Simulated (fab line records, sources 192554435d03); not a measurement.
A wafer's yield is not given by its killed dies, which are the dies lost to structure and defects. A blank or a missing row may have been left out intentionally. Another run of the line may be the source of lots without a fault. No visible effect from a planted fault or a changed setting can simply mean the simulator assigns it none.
Split-lot study    flow n5_finfet    21 wafers read from 7 lots, route of 1938 steps

== THE SPLIT ==
At N5_STI_FIN_REVEAL_ETCHBACK_08 (etches SiO2 in C4F6/O2, target depth 30.5 nm, time 10.167 s), the setting time_s was moved away from the recipe's 10.167 s on 9 of the 21 wafers read, by -18.6% to +16.2%. All remaining wafers had this setting at the recipe value.

== FROM THE SPLIT TO THE READING: what the file shows between them, 4 steps ==
- N5_STI_FIN_REVEAL_OXIDATION_31: chemistry O2 PLASMA REMOTE, time 20 s (also split here: time_s)
- N5_STI_FIN_REVEAL_PRECLEAN_32: cleans in NF3:NH3, afs cycles 1, time 20 s, sublimation time 60 s
- N5_STI_FIN_REVEAL_STRIP_35: strips Si3N4 in H3PO4, target depth 4 nm, time 39 s
- N5_STI_FIN_REVEAL_SRD_23: time 30 s

== THE READING ==
trench_depth_nm, in nm, at N5_STI_FIN_REVEAL_FIN_H_MEAS_10. A value of 51.7 nm with a standard deviation of 0.85 nm is what fault-free wafers of this fab line usually give.

wafer   tool, chamber at the split  time_s as run, s  against the recipe  trench_depth_nm, nm  against lot-mates on the recipe
L074.2  rie_diel-01, 0,1,1          10.167            recipe              53.0                 -
L074.3  rie_diel-01, 0,1,1          10.167            recipe              53.8                 -
L074.5  rie_diel-01, 0,1,1          10.167            recipe              53.1                 -
L081.1  rie_diel-01, 2,1,3          10.167            recipe              51.4                 -
L081.2  rie_diel-01, 2,1,3          10.167            recipe              52.8                 -
L081.4  rie_diel-01, 2,1,3          10.167            recipe              51.8                 -
L086.3  rie_diel-03, 1,0            10.167            recipe              50.9                 -
L086.5  rie_diel-03, 1,0            10.167            recipe              52.2                 -
L086.6  rie_diel-03, 1              8.281             -18.6%              46.9                 -4.6
L087.3  rie_diel-04, 1,0            11.81             +16.2%              56.8                 +6.2
L087.4  rie_diel-04, 2              10.167            recipe              50.6                 -
L087.5  rie_diel-04, 1,0            11.81             +16.2%              56.7                 +6.1
L089.3  rie_diel-04, 2,1            11.01             +8.3%               53.3                 +2.6
L089.4  rie_diel-04, 2,1            11.01             +8.3%               54.7                 +4.0
L089.6  rie_diel-04, 2              10.167            recipe              50.7                 -
L090.2  rie_diel-04, 1,2            11.53             +13.4%              55.9                 +4.8
L090.3  rie_diel-04, 1,2            11.53             +13.4%              54.5                 +3.4
L090.6  rie_diel-04, 2              10.167            recipe              51.1                 -
L093.3  rie_diel-03, 0              10.167            recipe              52.1                 -
L093.4  rie_diel-03, 3,2            11.04             +8.6%               53.8                 +1.7
L093.6  rie_diel-03, 3,2            11.04             +8.6%               53.7                 +1.6
When a row names more than one chamber, that row covers several wafers, and the file does not tell which wafer ran in which chamber.

THE FIT
A straight line over all 21 wafers: trench_depth_nm changes by +0.268 nm for each +1% of time_s; r = +0.92; the points scatter about the line by 0.9 nm.
The same after taking each lot's own level away (the mean of its wafers on the recipe; 21 wafers): +0.31 nm for each +1%; r = +0.96; scatter 0.75 nm.
On that fit, the largest move of time_s shifts the reading by 5.8 nm.
Measured against the standard deviation above, the lots' own levels, which go from 50.60 to 53.30 nm, span 3.2 times it.
So the lot-to-lot level changes the slope: the two fits differ.
Check: for one of the wafers moved furthest among these (-18.6%), held out of the fit, the line's prediction against its lot-mates is -6.38 nm. It came out at -4.65 nm against them.

== THESE WAFERS: OTHER SPLITS ==
Other splits were also applied to these wafers ahead of the reading. Each is held against what the fit with the lots' levels taken away leaves over:
other split on the same wafers         wafers away from the commonest value  r with trench_depth_nm (lot level and that fit taken away)
N5_ZERO_LAYER_EXPOSE_08 dose_mj        6                                     +0.13
N5_ZERO_LAYER_DESCUM_16 time_s         4                                     +0.29
N5_FIN_SAQP_ALD_61 ald_cycles          12                                    +0.02
N5_FIN_SAQP_HM_DEP_03 time_s           7                                     -0.08
N5_FIN_SAQP_FIN_ETCH_36 icp_w          8                                     -0.30
N5_STI_FIN_REVEAL_OXIDATION_31 time_s  7                                     +0.22

== FILE'S OWN FIT ==
trench_depth_nm changes by +0.303 nm for each +1% of time_s, r = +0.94.
